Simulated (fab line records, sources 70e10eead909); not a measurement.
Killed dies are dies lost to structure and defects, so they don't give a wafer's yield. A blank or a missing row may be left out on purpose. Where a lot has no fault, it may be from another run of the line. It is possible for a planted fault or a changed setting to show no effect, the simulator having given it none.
Which tool did it? / flow nand_harc / Sampling: 14 lots, 39 wafers, 5 of 1159 route steps

== WHAT THE GAUGES READ, wafer by wafer ==
NHARC_END_SORT_01.
lot=L130; measured=day 22 03:39; on=prober-02; killed_at_array=402 343; killed_at_other=0 0; killed_at_periphery=2 0; killed_dies=404 343; killed_open=4 4; killed_short=0 0
lot=L127; measured=day 22 05:19; on=prober-01; killed_at_array=330; killed_at_other=0; killed_at_periphery=3; killed_dies=333; killed_open=2; killed_short=4

== EACH LOT AND THE TOOL THAT RAN IT (in order: tool; ch and the chambers of the sampled wafers; start) ==
lot=L118; NHARC_A_CONTACT_DEP_24=pecvd-02 ch 0,1,2, day 15 11:01; NHARC_A_CONTACT_DEP_29=pecvd-02 ch 1,2, day 15 15:28; NHARC_A_CONTACT_ETCH_50=rie_diel-10 ch 0,3, day 15 16:57; NHARC_A_CONTACT_ETCH_118=har_cap_etch-01 ch 0,1, day 15 18:27
lot=L119; NHARC_A_CONTACT_DEP_24=pecvd-02 ch 0,1,2, day 16 07:40; NHARC_A_CONTACT_DEP_29=pecvd-04 ch 0,1,2, day 16 10:44; NHARC_A_CONTACT_ETCH_50=rie_diel-10 ch 0,1,3, day 16 12:03; NHARC_A_CONTACT_ETCH_118=har_cap_etch-03 ch 0,1, day 16 13:47
lot=L121; NHARC_A_CONTACT_DEP_24=pecvd-03 ch 0,1,2, day 16 15:28; NHARC_A_CONTACT_DEP_29=pecvd-03 ch 0,1,2, day 16 18:20; NHARC_A_CONTACT_ETCH_50=rie_diel-10 ch 1,2,3, day 16 19:53; NHARC_A_CONTACT_ETCH_118=har_cap_etch-02 ch 0,1, day 16 21:23
lot=L122; NHARC_A_CONTACT_DEP_24=pecvd-02 ch 0,1, day 16 19:16; NHARC_A_CONTACT_DEP_29=pecvd-03 ch 1,2, day 16 22:39; NHARC_A_CONTACT_ETCH_50=rie_diel-03 ch 0,2,3, day 17 01:34; NHARC_A_CONTACT_ETCH_118=har_cap_etch-02 ch 0,1, day 17 03:14
lot=L126; NHARC_A_CONTACT_DEP_24=pecvd-02 ch 1,2, day 17 10:14; NHARC_A_CONTACT_DEP_29=pecvd-03 ch 0,1, day 17 13:04; NHARC_A_CONTACT_ETCH_50=rie_diel-10 ch 2,3, day 17 14:28; NHARC_A_CONTACT_ETCH_118=har_cap_etch-03 ch 0,1, day 17 16:12
lot=L123; NHARC_A_CONTACT_DEP_24=pecvd-03 ch 0,2, day 17 13:35; NHARC_A_CONTACT_DEP_29=pecvd-02 ch 0,2, day 17 17:56; NHARC_A_CONTACT_ETCH_50=rie_diel-03 ch 0,1, day 17 19:15; NHARC_A_CONTACT_ETCH_118=har_cap_etch-02 ch 0,1, day 17 20:46
lot=L124; NHARC_A_CONTACT_DEP_24=pecvd-03 ch 0,1, day 17 20:11; NHARC_A_CONTACT_DEP_29=pecvd-02 ch 0,1,2, day 18 01:06; NHARC_A_CONTACT_ETCH_50=rie_diel-03 ch 0,1,3, day 18 02:36; NHARC_A_CONTACT_ETCH_118=har_cap_etch-03 ch 0,1, day 18 04:05
lot=L125; NHARC_A_CONTACT_DEP_24=pecvd-02 ch 0,1,2, day 18 05:01; NHARC_A_CONTACT_DEP_29=pecvd-02 ch 0,2, day 18 08:02; NHARC_A_CONTACT_ETCH_50=rie_diel-10 ch 0,1,2, day 18 09:37; NHARC_A_CONTACT_ETCH_118=har_cap_etch-03 ch 0,1, day 18 11:07
lot=L130; NHARC_A_CONTACT_DEP_24=pecvd-03 ch 0,1, day 18 20:39; NHARC_A_CONTACT_DEP_29=pecvd-02 ch 0,1, day 18 23:28; NHARC_A_CONTACT_ETCH_50=rie_diel-10 ch 2,3, day 19 00:52; NHARC_A_CONTACT_ETCH_118=har_cap_etch-02 ch 1, day 19 02:30
lot=L127; NHARC_A_CONTACT_DEP_24=pecvd-02 ch 1, day 19 00:55; NHARC_A_CONTACT_DEP_29=pecvd-04 ch 2, day 19 04:00; NHARC_A_CONTACT_ETCH_50=rie_diel-10 ch 3, day 19 05:23; NHARC_A_CONTACT_ETCH_118=har_cap_etch-03 ch 1, day 19 06:53
lot=L137; NHARC_A_CONTACT_DEP_24=pecvd-04 ch 0,1,2, day 20 15:33; NHARC_A_CONTACT_DEP_29=pecvd-02 ch 0,1,2, day 20 18:27; NHARC_A_CONTACT_ETCH_50=rie_diel-12 ch 1,2,3, day 20 20:03; NHARC_A_CONTACT_ETCH_118=har_cap_etch-03 ch 0,1, day 20 21:32
lot=L140; NHARC_A_CONTACT_DEP_24=pecvd-03 ch 0,2, day 21 22:25; NHARC_A_CONTACT_DEP_29=pecvd-03 ch 0,2, day 22 01:11; NHARC_A_CONTACT_ETCH_50=rie_diel-12 ch 0,2, day 22 02:29; NHARC_A_CONTACT_ETCH_118=har_cap_etch-01 ch 0,1, day 22 04:03
lot=L139; NHARC_A_CONTACT_DEP_24=pecvd-02 ch 0,1, day 21 22:54; NHARC_A_CONTACT_DEP_29=pecvd-03 ch 0,1, day 22 01:44; NHARC_A_CONTACT_ETCH_50=rie_diel-12 ch 0,1,3, day 22 04:58; NHARC_A_CONTACT_ETCH_118=har_cap_etch-03 ch 0,1, day 22 06:32
lot=L141; NHARC_A_CONTACT_DEP_24=pecvd-03 ch 0,1, day 22 02:33; NHARC_A_CONTACT_DEP_29=pecvd-02 ch 0,2, day 22 06:08; NHARC_A_CONTACT_ETCH_50=rie_diel-10 ch 1,2,3, day 22 07:29; NHARC_A_CONTACT_ETCH_118=har_cap_etch-02 ch 0,1, day 22 08:59
- NHARC_A_CONTACT_DEP_24: deposits SiO2, target thk 500 nm.
- NHARC_A_CONTACT_DEP_29: deposits SiON, target thk 70 nm.
- NHARC_A_CONTACT_ETCH_50: etches the open film in CF4/CHF3, target depth 84.7 nm, time 42.4 s.
- NHARC_A_CONTACT_ETCH_118: etches the open film in C4F8/O2/Ar, time 94 s, target depth 922 nm.

== AS READ BY THE TOOLS THEMSELVES (means over the sampled wafers that have a number; for cases with no such wafer, the mark the record gives instead) ==
NHARC_A_CONTACT_DEP_24.
lot=L118; tool=pecvd-02; chamber_pressure_Torr (Torr)=6.508; heater_power_w (W)=520; throttle_valve_pct (%)=15.8
lot=L119; tool=pecvd-02; chamber_pressure_Torr (Torr)=6.492; heater_power_w (W)=545; throttle_valve_pct (%)=15.7
lot=L121; tool=pecvd-03; chamber_pressure_Torr (Torr)=6.493; heater_power_w (W)=550; throttle_valve_pct (%)=16.4
lot=L122; tool=pecvd-02; chamber_pressure_Torr (Torr)=6.505; heater_power_w (W)=529; throttle_valve_pct (%)=16.1
lot=L126; tool=pecvd-02; chamber_pressure_Torr (Torr)=6.496; heater_power_w (W)=572; throttle_valve_pct (%)=15.9
lot=L123; tool=pecvd-03; chamber_pressure_Torr (Torr)=6.513; heater_power_w (W)=467; throttle_valve_pct (%)=16.4
lot=L124; tool=pecvd-03; chamber_pressure_Torr (Torr)=6.505; heater_power_w (W)=519; throttle_valve_pct (%)=16.4
lot=L125; tool=pecvd-02; chamber_pressure_Torr (Torr)=6.496; heater_power_w (W)=531; throttle_valve_pct (%)=15.9
lot=L130; tool=pecvd-03; chamber_pressure_Torr (Torr)=6.499; heater_power_w (W)=502; throttle_valve_pct (%)=16.5
lot=L127; tool=pecvd-02; chamber_pressure_Torr (Torr)=6.496; heater_power_w (W)=567; throttle_valve_pct (%)=16.2
lot=L137; tool=pecvd-04; chamber_pressure_Torr (Torr)=6.501; heater_power_w (W)=603; throttle_valve_pct (%)=15.8
lot=L140; tool=pecvd-03; chamber_pressure_Torr (Torr)=6.509; heater_power_w (W)=470; throttle_valve_pct (%)=16.1
lot=L139; tool=pecvd-02; chamber_pressure_Torr (Torr)=6.501; heater_power_w (W)=542; throttle_valve_pct (%)=16.3
lot=L141; tool=pecvd-03; chamber_pressure_Torr (Torr)=6.503; heater_power_w (W)=501; throttle_valve_pct (%)=16.1

NHARC_A_CONTACT_DEP_29.
lot=L118; tool=pecvd-02; chamber_pressure_Torr (Torr)=3.500; heater_power_w (W)=778
lot=L119; tool=pecvd-04; chamber_pressure_Torr (Torr)=3.500; heater_power_w (W)=740
lot=L121; tool=pecvd-03; chamber_pressure_Torr (Torr)=3.495; heater_power_w (W)=716
lot=L122; tool=pecvd-03; chamber_pressure_Torr (Torr)=3.496; heater_power_w (W)=796
lot=L126; tool=pecvd-03; chamber_pressure_Torr (Torr)=3.497; heater_power_w (W)=813
lot=L123; tool=pecvd-02; chamber_pressure_Torr (Torr)=3.503; heater_power_w (W)=682
lot=L124; tool=pecvd-02; chamber_pressure_Torr (Torr)=3.498; heater_power_w (W)=678
lot=L125; tool=pecvd-02; chamber_pressure_Torr (Torr)=3.498; heater_power_w (W)=676
lot=L130; tool=pecvd-02; chamber_pressure_Torr (Torr)=3.495; heater_power_w (W)=748
lot=L127; tool=pecvd-04; chamber_pressure_Torr (Torr)=3.495; heater_power_w (W)=644
lot=L137; tool=pecvd-02; chamber_pressure_Torr (Torr)=3.502; heater_power_w (W)=715
lot=L140; tool=pecvd-03; chamber_pressure_Torr (Torr)=3.498; heater_power_w (W)=774
lot=L139; tool=pecvd-03; chamber_pressure_Torr (Torr)=3.499; heater_power_w (W)=818
lot=L141; tool=pecvd-02; chamber_pressure_Torr (Torr)=3.499; heater_power_w (W)=626

NHARC_A_CONTACT_ETCH_50.
lot=L118; tool=rie_diel-10; drypump_motor_current_A (A)=5.5; oes_product_au (a.u.)=0.908; rf_vpp_V (V)=369.6; showerhead_plenum_p_Torr (Torr)=1.53; throttle_valve_pct (%)=16.802
lot=L119; tool=rie_diel-10; drypump_motor_current_A (A)=5.8; oes_product_au (a.u.)=0.971; rf_vpp_V (V)=370.3; showerhead_plenum_p_Torr (Torr)=1.55; throttle_valve_pct (%)=16.803
lot=L121; tool=rie_diel-10; drypump_motor_current_A (A)=5.8; oes_product_au (a.u.)=0.997; rf_vpp_V (V)=369.2; showerhead_plenum_p_Torr (Torr)=1.50; throttle_valve_pct (%)=16.804
lot=L122; tool=rie_diel-03; drypump_motor_current_A (A)=5.4; oes_product_au (a.u.)=0.937; rf_vpp_V (V)=370.6; showerhead_plenum_p_Torr (Torr)=1.57; throttle_valve_pct (%)=16.797
lot=L126; tool=rie_diel-10; drypump_motor_current_A (A)=5.4; oes_product_au (a.u.)=0.969; rf_vpp_V (V)=366.5; showerhead_plenum_p_Torr (Torr)=1.47; throttle_valve_pct (%)=16.806
lot=L123; tool=rie_diel-03; drypump_motor_current_A (A)=5.0; oes_product_au (a.u.)=0.975; rf_vpp_V (V)=370.4; showerhead_plenum_p_Torr (Torr)=1.58; throttle_valve_pct (%)=16.807
lot=L124; tool=rie_diel-03; drypump_motor_current_A (A)=5.4; oes_product_au (a.u.)=0.951; rf_vpp_V (V)=371.0; showerhead_plenum_p_Torr (Torr)=1.56; throttle_valve_pct (%)=16.803
lot=L125; tool=rie_diel-10; drypump_motor_current_A (A)=5.8; oes_product_au (a.u.)=0.966; rf_vpp_V (V)=369.2; showerhead_plenum_p_Torr (Torr)=1.54; throttle_valve_pct (%)=16.792
lot=L130; tool=rie_diel-10; drypump_motor_current_A (A)=5.4; oes_product_au (a.u.)=0.838; rf_vpp_V (V)=366.9; showerhead_plenum_p_Torr (Torr)=1.48; throttle_valve_pct (%)=16.807
lot=L127; tool=rie_diel-10; drypump_motor_current_A (A)=5.5; oes_product_au (a.u.)=0.830; rf_vpp_V (V)=369.2; showerhead_plenum_p_Torr (Torr)=1.49; throttle_valve_pct (%)=16.795
lot=L137; tool=rie_diel-12; drypump_motor_current_A (A)=5.8; oes_product_au (a.u.)=0.921; rf_vpp_V (V)=370.2; showerhead_plenum_p_Torr (Torr)=1.57; throttle_valve_pct (%)=16.809
lot=L140; tool=rie_diel-12; drypump_motor_current_A (A)=5.9; oes_product_au (a.u.)=0.916; rf_vpp_V (V)=371.5; showerhead_plenum_p_Torr (Torr)=1.62; throttle_valve_pct (%)=16.814
lot=L139; tool=rie_diel-12; drypump_motor_current_A (A)=5.6; oes_product_au (a.u.)=0.925; rf_vpp_V (V)=370.6; showerhead_plenum_p_Torr (Torr)=1.56; throttle_valve_pct (%)=16.811
lot=L141; tool=rie_diel-10; drypump_motor_current_A (A)=5.8; oes_product_au (a.u.)=0.949; rf_vpp_V (V)=367.2; showerhead_plenum_p_Torr (Torr)=1.49; throttle_valve_pct (%)=16.800

== THE ANSWER, worked out from the rows above alone ==
Rule: what is usual is taken from the lots themselves. The widest of any qualifying gaps counts: lots, ordered by their means at a reading, are off when they make up no more than a third of the lots, leave a main group of 4 or more, and stand apart from it by 3 or more times the standard deviation of that group's means. Not used: any main group whose means are identical at the precision the tables above print for the reading. Also off: a lot with no number at a reading for which 4 or more lots have one. Where the step has rows for the other lots, those lots are counted as sound. First the gauges in route order, then the tools' own readings, where a lot's mean is used as printed above. At the first step where some lot is off, the reading lying furthest off is the one used; lots without a number count as furthest.
Nothing can be told from this: no lot is off at any reading shown.

== WHAT HAD BEEN PUT IN BY THE SIMULATOR ==
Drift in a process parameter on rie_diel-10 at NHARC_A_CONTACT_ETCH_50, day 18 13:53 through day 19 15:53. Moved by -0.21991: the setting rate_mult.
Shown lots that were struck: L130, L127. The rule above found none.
